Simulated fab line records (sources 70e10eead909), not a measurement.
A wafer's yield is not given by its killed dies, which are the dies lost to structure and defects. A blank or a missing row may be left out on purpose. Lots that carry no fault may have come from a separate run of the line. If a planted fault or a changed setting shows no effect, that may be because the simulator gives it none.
A lot that was struck, set against a sound lot :: flow nand_harc :: 41 out of 1159 route steps
Sound: these wafers, L405.4, L405.5, L405.6. Wafers L394.1, L394.3, L394.5 were the ones struck. The cause is named last.
For every step that has rows: the tool of each side, followed by ch and its chambers, followed by its first start. Under that, the readings that differ: sound wafers :: struck wafers :: difference of the means :: sigmas: that difference in standard deviations of wafers without a fault.
alike: words and numbers the same on both sides, and readings whose means are apart by under 2 such deviations; not compared: readings that were withheld, readings missing a value for some wafer, numbers with overlapping values and no deviation given by the record, and bounds like >300 which may hide the same value.
Wherever a step has rows on one side only, a row that says differs or no value, or a row with sigmas, the two part there. Numbers that don't overlap but have no deviation are shown without sigmas and don't part them. A reading that every wafer of one side lacks parts them only if that side has two wafers or more.

first, 4 steps without rows for these wafers: NHARC_A_M1_EBR_05; NHARC_A_M1_EXPOSE_06 (exposes mask A M1, target cd 120 nm); NHARC_A_M1_PEB_07 (peb time 65 s); NHARC_A_M1_DEVELOP_08 (develop time 35 s).
NHARC_A_M1_CD_MEAS_09: the cd target is 120 nm.
  sound on cd_sem-01 ch 0, day 22 20:09; struck on cd_sem-02 ch 0, day 20 08:40
  alike: cd_nm
NHARC_A_M1_OVL_MEAS_10: pitch 240 nm.
  struck on overlay-01, day 20 08:45; sound on overlay-01, day 22 20:14
reading: overlay_y_nm (nm)
sound: -1.8 -1.2 -1.1
struck: 1.2 1.6 0.9
difference: +2.6
sigmas: +3
  alike: overlay_x_nm
NHARC_A_M1_INSPECT_11:
  struck on defect_inspect-01, day 20 08:47; sound on defect_inspect-01, day 22 20:16
  alike: raw_defect_count
then, 2 steps without rows for these wafers: NHARC_A_M1_DESCUM_14 (chemistry O2, time 3 s); NHARC_A_M1_ETCH_35 (etches the open film in N2/H2, target depth 40 nm, overetch 12 nm, time 43.94 s).
NHARC_A_M1_ETCH_15: etches the open film in C4F8/Ar, target depth 182.5 nm, time 91.2 s.
  sound: rie_diel-02 ch 0,1,2; struck: rie_diel-05 ch 0,2
  alike: bias_w, oes_product_au, rf_vpp_V
  not compared: rf_hours_counter_h
NHARC_A_M1_CD_MEAS_16:
  struck on cd_sem-02, day 20 09:10; sound on cd_sem-03, day 22 20:39
  alike: cd_nm
NHARC_A_M1_STRIP_18: strips in N2/H2.
  sound on rie_diel-12 ch 0,1,2, day 22 20:48; struck on rie_diel-02 ch 2,3, day 20 09:14
  alike: drypump_motor_current_A, oes_product_au, rf_vpp_V, showerhead_plenum_p_Torr, throttle_valve_pct
  not compared: rf_hours_counter_h
NHARC_A_M1_ETCH_28: etches the open film in CF4/N2, target depth 30 nm, time 72.99 s.
  sound on rie_diel-12 ch 0,2,3, day 22 20:59; struck on rie_diel-02 ch 0,2,3, day 20 09:29
  alike: bias_w, drypump_motor_current_A, oes_product_au, rf_vpp_V, showerhead_plenum_p_Torr, throttle_valve_pct
  not compared: rf_hours_counter_h
then, 8 steps without rows for these wafers: NHARC_A_M1_STRIP_19 (strips in post etch residue remover, time 600 s); NHARC_A_M1_DEGAS_29 (time 60 s); NHARC_A_M1_PRE_CLEAN_30 (time 30 s); NHARC_A_M1_PVD_20 (deposits TaN, target thk 5 nm, time 8.06 s); NHARC_A_M1_PVD_21 (deposits Cu, target thk 30 nm, time 20.49 s); NHARC_A_M1_ECD_22 (material Cu, target thk 400 nm); NHARC_A_M1_ANNEAL_31 (time 90 s); NHARC_A_M1_CMP_23 (polishes, t overpolish 20 s, target thk 154.34 nm).
NHARC_A_M1_THK_MEAS_24: measures by xrf.
  struck on film_metro-02, day 20 11:19; sound on film_metro-02, day 22 22:47
  alike: thk_nm
then, 1 step without rows for these wafers: NHARC_A_M1_SRD_25.
NHARC_A_M1_PRE_CLEAN_32: time 12 s.
  sound on pecvd-03 ch 0,1,2, day 22 23:57; struck on pecvd-03 ch 0,2, day 20 11:33
  alike: heater_power_w
NHARC_A_M1_DEP_33: deposits SiCN, target thk 30 nm.
  sound on pecvd-03 ch 0,1,2, day 23 00:07; struck on pecvd-03 ch 0,2, day 20 11:38
  alike: heater_power_w
then, 1 step without rows for these wafers: NHARC_A_BONDPAD_DEP_00 (deposits SiCN, target thk 250 nm).
NHARC_A_BONDPAD_CMP_29: polishes SiCN, target thk 200 nm.
  sound on cmp-04 ch 0,1,3, day 23 01:00; struck on cmp-04 ch 0,2,3, day 20 12:40
  alike: edge_zone_pressure_frac, motor_current_A
NHARC_A_BONDPAD_THK_MEAS_30: measures by ellipsometry.
  struck on film_metro-02, day 20 12:54; sound on film_metro-01, day 23 01:12
  alike: thk_nm
then, 10 steps without rows for these wafers: NHARC_A_BONDPAD_SRD_31; NHARC_A_BONDPAD_DEHYDRATE_01 (time 120 s); NHARC_A_BONDPAD_HMDS_02 (time 30 s); NHARC_A_BONDPAD_COAT_33 (time 65 s); NHARC_A_BONDPAD_COAT_03 (resist thk 600 nm); NHARC_A_BONDPAD_SOFTBAKE_04 (time 70 s); NHARC_A_BONDPAD_EBR_05; NHARC_A_BONDPAD_EXPOSE_06 (exposes mask A BPAD); NHARC_A_BONDPAD_PEB_07 (peb time 80 s); NHARC_A_BONDPAD_DEVELOP_08 (time 50 s).
NHARC_A_BONDPAD_CD_MEAS_09: the cd target is 500 nm.
  sound on cd_sem-01 ch 0, day 23 01:47; struck on cd_sem-01 ch 0, day 20 13:20
  alike: cd_nm
NHARC_A_BONDPAD_OVL_MEAS_35:
  struck on overlay-01, day 20 13:26; sound on overlay-02, day 23 01:52
  alike: overlay_x_nm, overlay_y_nm
NHARC_END_SORT_01:
  here the record holds rows for the struck wafers (prober-02 ch 0, day 21 21:17) but none for the sound ones

## WHERE THEY PART
Last at NHARC_END_SORT_01 as far as this record goes, first at NHARC_A_M1_OVL_MEAS_10.

WHY: the cause the simulator had injected
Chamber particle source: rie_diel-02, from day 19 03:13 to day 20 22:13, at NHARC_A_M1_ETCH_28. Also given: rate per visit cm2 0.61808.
